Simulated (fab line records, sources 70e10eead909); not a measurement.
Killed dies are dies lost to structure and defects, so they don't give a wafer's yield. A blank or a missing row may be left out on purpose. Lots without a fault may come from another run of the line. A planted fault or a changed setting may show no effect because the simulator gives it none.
Chamber matching | flow nand_harc | NHARC_A_CHANNEL_FILL_D2_ETCHBACK_19 on rie_si-03: 4 sister chambers
The step etches the open film in HBr/Cl2, target depth 5 nm, time 1.7 s. 16 wafers are shown with their chamber, then 8 later ones without.

WAFERS WITH THEIR CHAMBER
wafer  | chamber | drypump_motor_current_A (A) | oes_product_au (a.u.) | throttle_valve_pct (%)
L077.2 | 1       | 6.5                         | 0.978                 | 26.400
L077.5 | 2       | 5.6                         | 0.985                 | 26.395
L077.6 | 1       | 6.5                         | 0.978                 | 26.417
L081.2 | 0       | 5.7                         | 1.004                 | 26.409
L081.3 | 3       | 5.6                         | 0.993                 | 26.414
L081.5 | 3       | 5.5                         | 0.985                 | 26.414
L086.1 | 1       | 6.5                         | 0.983                 | 26.412
L086.2 | 3       | 5.6                         | 0.994                 | 26.410
L086.6 | 2       | 5.6                         | 0.977                 | 26.420
L087.2 | 1       | 6.5                         | 0.989                 | 26.421
L087.5 | 0       | 5.7                         | 1.008                 | 26.413
L087.6 | 3       | 5.6                         | 0.998                 | 26.409
L089.1 | 2       | 5.6                         | 0.989                 | 26.399
L089.3 | 3       | 5.5                         | 0.999                 | 26.407
L089.5 | 0       | 5.7                         | 1.011                 | 26.405
L092.1 | 0       | 5.7                         | 1.013                 | 26.404

SIGNATURES (means of the wafers above)
reading                 | chamber 0 | chamber 1 | chamber 2 | chamber 3 | scatter within a chamber
drypump_motor_current_A | 5.700     | 6.500     | 5.600     | 5.560     | 0.0316
oes_product_au          | 1.00900   | 0.98200   | 0.98367   | 0.99380   | 0.00521
throttle_valve_pct      | 26.40775  | 26.41250  | 26.40467  | 26.41080  | 0.00763
Rule: a wafer's distance from a chamber is the root of the sum, over the readings, of the square of ((its reading less the chamber's mean) divided by the reading's scatter). The wafer belongs to the nearest chamber; if the next one is less than 2 further off, it can't be placed. The scatter: the root of (the sum of the squares of (reading less its chamber's mean) over the shown wafers, divided by (wafers less chambers)).

WAFERS WITHOUT THEIR CHAMBER
wafer  | drypump_motor_current_A (A) | oes_product_au (a.u.) | throttle_valve_pct (%)
L092.5 | 6.5                         | 0.988                 | 26.397
L092.6 | 5.7                         | 1.009                 | 26.409
L094.1 | 5.7                         | 1.005                 | 26.412
L094.3 | 6.5                         | 0.997                 | 26.402
L094.4 | 5.6                         | 0.996                 | 26.411
L097.1 | 6.5                         | 0.988                 | 26.409
L097.5 | 5.7                         | 1.003                 | 26.431
L097.6 | 6.5                         | 0.983                 | 26.404

WHICH CHAMBER EACH WENT THROUGH
wafer  | from the rows above     | in truth
L092.5 | 1                       | 1
L092.6 | 0                       | 0
L094.1 | 0                       | 0
L094.3 | 1                       | 1
L094.4 | can't be placed: 3 or 2 | 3
L097.1 | 1                       | 1
L097.5 | 0                       | 0
L097.6 | 1                       | 1
Placed correctly: 7 of 8. Can't be placed from these rows: 1 (the true chamber is among the candidates in 1). Placed wrongly: 0.
